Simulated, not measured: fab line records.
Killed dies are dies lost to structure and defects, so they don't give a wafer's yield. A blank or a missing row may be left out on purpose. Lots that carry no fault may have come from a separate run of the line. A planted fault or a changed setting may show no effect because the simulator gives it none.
fab line records | flow n5Finfet
[record] lots = 10 wafers = 29 lastDay = 17
route steps=1938 shown BEOL_M5@1153
lots untouched by any fault: they come from a run of this same line in which no faults occurred
startH: start of the lot's first displayed wafer, in hours after the record's first day | waitH: how many hours have passed since the lot's step before this one | " identical to the entry in the row above | L1.1+2: one row covering several wafers at once | - no value present, or no start provided | * or withheld: withheld | < > ~ a bound
route shown NAME@n: a module of which the file shows steps, and the number in the route of the first | usual: mean/standard deviation taken from wafers without a fault | same: alike in all rows | chamber/n: place in a boat | sites: each site's reading | _std_site: how widely they spread, as a standard deviation | _edge_site: outer sites' mean less inner sites' | radiusMm: for every site, how far away it sits from the centre of the wafer | mask NAME#n: copy n | behind: the last tool/chamber to shape the wafer | hold: what put the lot on hold/how long, in hours/how the hold closed | device: transistor that didn't switch, given as n, p or np | end of line: tests run on the same wafers once the route is complete | a step given without rows: its recipe and nothing more | killed: at the first sort, the dies lost to defects and structure; wafer yield is something else | map: a wafer's dies, marking killed ones x, the rest . and places with no die _
set.NAME: the setting that was run; set.NAME@STEP: the one run at that earlier step | model.NAME: the simulator's own value behind a step, which no gauge read
steps of the route over a sample of lots; a table a step, a row a wafer
services: when a tool's chamber went out of use (startH, in hours from the record's first day, below 0 if earlier), for how many hours, and the reason
[[steps]]
[step N5_BEOL_M5_ETCH_67]
[recipe] chemistry = CF4 target = SiARC targetDepthA = 156 maskMaterial = CAR-EUV timeS = 26 ionEnergyEv = 80 pressureMtorr = 40 sourceW = 545 biasW = 36 Ar_flow_sccm = 100 cf4FlowSccm = 100 ends = cleared
[usual] biasW = 35.99/0.11 drypumpMotorCurrentA = 5.8/0.36 etchRfOnTimeS = 26.1/0.35 oesProductAu = 0.67/0.073 rfVppV = 184.0/1.2 showerheadPlenumPTorr = 2.13/0.071 throttleValvePct = 15.68/0.23
// columns lot.wafer tool chamber startH waitH biasW drypumpMotorCurrentA etchRfOnTimeS oesProductAu rfHoursCounterH rfVppV showerheadPlenumPTorr throttleValvePct
L516.2 rieDiel-05 2 174.95 0.0 35.90 6.3 26.5 0.57 232 183.2 2.02 16.06
L516.3 " 1 " " 36.07 6.1 25.8 0.63 174 186.4 2.22 15.86
L516.5 " 1 " " 35.81 6.1 25.9 0.64 - 184.7 2.22 15.85
L515.4 rieDiel-01 1 175.20 0.0 35.81 5.5 25.9 0.62 - 184.8 2.20 15.81
L515.5 " 2 " " 35.87 6.1 26.0 0.68 - 185.8 2.16 15.90
L515.6 " 0 " " 35.91 5.2 26.1 0.65 - 184.4 2.15 15.53
L518.1 rieDiel-06 1 184.33 0.0 36.16 6.3 25.5 0.77 30 185.2 2.27 15.40
L518.2 " 2 " " 35.85 5.9 26.7 0.58 232 184.4 2.11 15.94
L518.6 " 3 " " 35.77 6.0 25.9 0.79 - 183.0 2.11 15.43
L523.1 rieDiel-06 3 224.42 0.0 35.93 6.0 15.2 1.07 26 182.1 2.10 15.46
L523.4 " 1 " " 36.20 6.3 25.5 0.77 40 185.2 2.26 15.44
L523.5 " 3 " " 36.27 6.0 25.7 0.77 - 183.3 2.10 15.44
L532.1 rieDiel-01 0 270.00 0.0 35.98 5.3 26.3 0.63 154 185.0 2.14 15.58
L532.2 " 3 " " 36.01 5.4 26.1 0.61 233 182.1 2.04 15.79
L532.3 " 1 " " 35.85 5.5 26.2 0.60 248 185.9 2.19 15.86
L530.1 rieDiel-05 0 272.58 0.0 35.97 5.9 26.2 0.69 84 183.6 2.09 15.44
L530.2 " 3 " " 36.08 5.3 26.2 0.59 225 183.1 2.03 15.92
L530.4 " 2 " " 36.07 6.4 26.3 0.79 6 185.8 2.27 15.60
L533.2 rieDiel-06 3 283.59 0.0 36.10 6.0 25.9 0.74 46 182.7 2.10 15.51
L533.6 " 0 " " 35.97 5.8 25.8 0.66 - 184.1 2.06 15.41
L535.4 rieDiel-01 3 292.24 0.0 36.09 5.4 26.0 0.60 - 183.3 2.03 15.80
L535.5 " 2 " " 36.08 6.1 26.6 0.64 - 183.7 2.14 15.98
L535.6 " 0 " " 36.12 5.2 26.5 0.63 - 183.7 2.14 15.59
L536.1 rieDiel-06 0 301.41 0.0 35.94 5.8 25.9 0.65 159 183.4 2.06 15.42
L536.4 " 1 " " 35.92 6.4 25.7 0.73 65 186.0 2.26 15.50
L536.5 " 1 " " 35.99 6.4 25.7 0.73 - 185.4 2.26 15.49
L537.1 rieDiel-01 0 301.62 0.0 36.10 5.2 26.2 0.63 165 184.7 2.14 15.60
L537.2 " 1 " " 35.92 5.6 25.4 0.86 1 185.4 2.19 15.36
L537.5 " 1 " " 35.64 5.5 25.4 0.86 - 184.0 2.19 15.35
[step N5_BEOL_M5_STRIP_36]
[recipe] chemistry = N2/H2 powerW = 450 tempC = 40 pressureMtorr = 20 rfFrequencyHz = 6e+07 overashFraction = 0.3 biasPowerW = 7 h2Frac = 0.5 n2FlowSccm = 200 h2FlowSccm = 200
[usual] drypumpMotorCurrentA = 5.8/0.36 oesProductAu = 0.78/0.085 rfVppV = 59.2/1.4 showerheadPlenumPTorr = 2.52/0.09 throttleValvePct = 23.68/0.24
// columns lot.wafer tool chamber startH waitH drypumpMotorCurrentA oesProductAu rfHoursCounterH rfVppV showerheadPlenumPTorr throttleValvePct
L516.2 rieDiel-05 2 175.12 0.0 6.3 0.68 232 57.6 2.40 24.15
L516.3 " 1 " " 6.1 0.75 174 57.8 2.64 23.76
L516.5 " 1 " " 6.1 0.75 - 57.1 2.64 23.77
L515.4 rieDiel-01 1 175.38 0.0 5.5 0.72 - 59.2 2.61 23.65
L515.5 " 2 " " 6.1 0.81 - 60.9 2.54 23.72
L515.6 " 0 " " 5.3 0.77 - 58.7 2.55 23.63
L518.1 rieDiel-06 1 184.51 0.0 6.4 0.90 30 60.2 2.70 23.75
L518.2 " 2 " " 5.9 0.69 232 60.4 2.51 24.14
L518.6 " 3 " " 6.0 0.92 - 59.8 2.49 23.65
L523.1 rieDiel-06 3 224.59 0.0 6.0 0.90 26 58.8 2.49 23.67
L523.4 " 1 " " 6.4 0.89 40 58.9 2.70 23.75
L523.5 " 3 " " 6.0 0.90 - 57.5 2.49 23.66
L532.1 rieDiel-01 0 270.17 0.0 5.3 0.76 154 58.7 2.54 23.65
L532.2 " 3 " " 5.4 0.70 233 58.5 2.40 23.70
L532.3 " 1 " " 5.6 0.70 248 58.0 2.60 23.70
L530.1 rieDiel-05 0 272.75 0.0 5.9 0.80 84 57.8 2.46 23.34
L530.2 " 3 " " 5.2 0.69 225 57.2 2.41 23.94
L530.4 " 2 " " 6.3 0.93 6 61.0 2.71 23.84
L533.2 rieDiel-06 3 283.77 0.0 6.0 0.86 46 59.7 2.48 23.71
L533.6 " 0 " " 5.8 0.76 - 61.1 2.43 23.28
L535.4 rieDiel-01 3 292.42 0.0 5.5 0.70 - 59.9 2.40 23.73
L535.5 " 2 " " 6.1 0.75 - 58.8 2.53 23.77
L535.6 " 0 " " 5.3 0.75 - 57.6 2.54 23.67
L536.1 rieDiel-06 0 301.59 0.0 5.8 0.77 159 58.0 2.43 23.29
L536.4 " 1 " " 6.3 0.85 66 59.7 2.68 23.75
L536.5 " 1 " " 6.4 0.85 - 59.4 2.69 23.78
L537.1 rieDiel-01 0 301.80 0.0 5.2 0.74 165 59.5 2.54 23.70
L537.2 " 1 " " 5.5 1.01 2 60.8 2.60 23.32
L537.5 " 1 " " 5.5 1.00 - 59.3 2.60 23.33
[step N5_BEOL_M5_STRIP_91]
[recipe] chemistry = N2/H2 timeS = 10 powerW = 450 tempC = 40 pressureMtorr = 20 rfFrequencyHz = 6e+07 biasPowerW = 7 n2FlowSccm = 200 h2FlowSccm = 200
[usual] drypumpMotorCurrentA = 5.8/0.36 oesProductAu = 0.78/0.085 rfVppV = 59.1/0.8 showerheadPlenumPTorr = 2.52/0.09 throttleValvePct = 23.68/0.24
[same] timeS = 10
// columns lot.wafer tool chamber startH waitH drypumpMotorCurrentA oesProductAu rfHoursCounterH rfVppV showerheadPlenumPTorr throttleValvePct
L516.2 rieDiel-05 2 - - 6.4 0.68 232 58.3 2.40 24.14
L516.3 " 1 " " 6.1 0.74 174 60.4 2.64 23.73
L516.5 " 1 " " 6.1 0.74 - 61.3 2.64 23.75
L515.4 rieDiel-01 1 - - 5.5 0.72 - 60.8 2.61 23.66
L515.5 " 2 " " 6.1 0.79 - 58.5 2.54 23.72
L515.6 " 0 " " 5.3 0.76 - 59.3 2.55 23.64
L518.1 rieDiel-06 1 - - 6.3 0.90 30 60.4 2.70 23.74
L518.2 " 2 " " 5.9 0.69 232 59.2 2.51 24.14
L518.6 " 3 " " 6.0 0.93 - 59.2 2.49 23.64
L523.1 rieDiel-06 3 - - 6.0 0.89 26 57.8 2.49 23.66
L523.4 " 1 " " 6.4 0.89 40 60.0 2.70 23.73
L523.5 " 3 " " 6.0 0.90 - 57.9 2.49 23.67
L532.1 rieDiel-01 0 - - 5.2 0.75 154 59.0 2.54 23.67
L532.2 " 3 " " 5.5 0.70 233 59.8 2.40 23.68
L532.3 " 1 " " 5.5 0.70 248 59.4 2.60 23.68
L530.1 rieDiel-05 0 - - 5.9 0.82 84 58.8 2.46 23.32
L530.2 " 3 " " 5.2 0.70 225 58.6 2.41 23.91
L530.4 " 2 " " 6.3 0.94 6 60.5 2.71 23.83
L533.2 rieDiel-06 3 - - 6.0 0.87 46 58.5 2.48 23.70
L533.6 " 0 " " 5.8 0.76 - 58.6 2.43 23.27
L535.4 rieDiel-01 3 - - 5.5 0.70 - 59.8 2.40 23.71
L535.5 " 2 " " 6.1 0.76 - 58.6 2.53 23.76
L535.6 " 0 " " 5.2 0.74 - 57.9 2.54 23.68
L536.1 rieDiel-06 0 - - 5.8 0.75 159 58.2 2.43 23.28
L536.4 " 1 " " 6.3 0.84 66 59.1 2.68 23.77
L536.5 " 1 " " 6.4 0.85 - 59.7 2.68 23.77
L537.1 rieDiel-01 0 - - 5.3 0.74 166 58.0 2.54 23.68
L537.2 " 1 " " 5.5 1.00 2 59.8 2.60 23.31
L537.5 " 1 " " 5.5 1.01 - 58.9 2.60 23.32
[step N5_BEOL_M5_CD_MEAS_35]
[recipe] targetCdNm = 28 targetCdYNm = 24 polarity = opening
[usual] cdNm = 28.0/0.32
// columns lot.wafer tool chamber startH waitH cdNm
L516.2 cdSem-01 - 175.47 0.0 28.0
L516.3 " - " " 27.8
L516.5 " - " " 27.8
L515.4 cdSem-02 - 175.71 0.0 28.7
L515.5 " - " " 27.9
L515.6 " - " " 28.3
L518.1 cdSem-03 - 184.85 0.0 28.2
L518.2 " - " " 28.6
L518.6 " - " " 28.7
L523.1 cdSem-01 - 224.94 0.0 28.1
L523.4 " - " " 27.9
L523.5 " - " " 28.0
L532.1 cdSem-03 - 270.52 0.0 27.6
L532.2 " - " " 27.7
L532.3 " - " " 28.2
L530.1 cdSem-01 - 273.10 0.0 27.2
L530.2 " - " " 27.7
L530.4 " - " " 27.1
L533.2 cdSem-02 - 284.11 0.0 28.0
L533.6 " - " " 28.0
L535.4 cdSem-03 - 292.75 0.0 27.6
L535.5 " - " " 28.1
L535.6 " - " " 27.8
L536.1 cdSem-01 - 301.94 0.0 28.1
L536.4 " - " " 28.1
L536.5 " - " " 28.3
L537.1 cdSem-01 - 302.15 0.0 27.8
L537.2 " - " " 28.0
L537.5 " - " " 28.1
[[services]]
// columns tool chamber startH hours kind
rieDiel-05 2 154.96 3.7 repair
rieDiel-01 3 156.15 22.7 repair
rieDiel-06 2 158.83 4.2 repair
rieDiel-06 1 212.61 5.3 repair
rieDiel-05 2 235.25 4.6 repair
rieDiel-05 2 240.09 - clean
rieDiel-05 2 240.09 - consumableReplace:focusRing
rieDiel-05 2 240.09 - consumableReplace:showerhead
rieDiel-05 2 240.09 13.4 scheduledDown
rieDiel-05 2 240.09 13.4 ventCycle
rieDiel-06 2 246.36 - clean
rieDiel-06 2 246.36 - consumableReplace:focusRing
rieDiel-01 1 274.03 - clean
rieDiel-01 1 274.03 - consumableReplace:focusRing
rieDiel-01 1 274.03 22.8 scheduledDown
rieDiel-01 1 274.03 22.8 ventCycle
[[key]]
[firstSign] step = N5_BEOL_M5_ETCH_67 reading = etchRfOnTimeS direction = down sigmas = 32 usual = * struck = *
[effect] step = N5_BEOL_M5_ETCH_67 reading = oesProductAu direction = up sigmas = 5.5 usual = 0.67 struck = 1.07
metAt N5_BEOL_M5_ETCH_67
struckLots L523
struckWafers L523.1
notActingAt N5_BEOL_M5_STRIP_36,N5_BEOL_M5_STRIP_91,N5_BEOL_M5_CD_MEAS_35
onsetBetween 184.33 224.42
[fault] kind = processParameterDrift tool = rieDiel-06 chamber = - onsetH = 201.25 steps = N5_BEOL_M5_ETCH_67 channel = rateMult offset = 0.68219 shape = step endH = 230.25 scope = struckWafersOnly
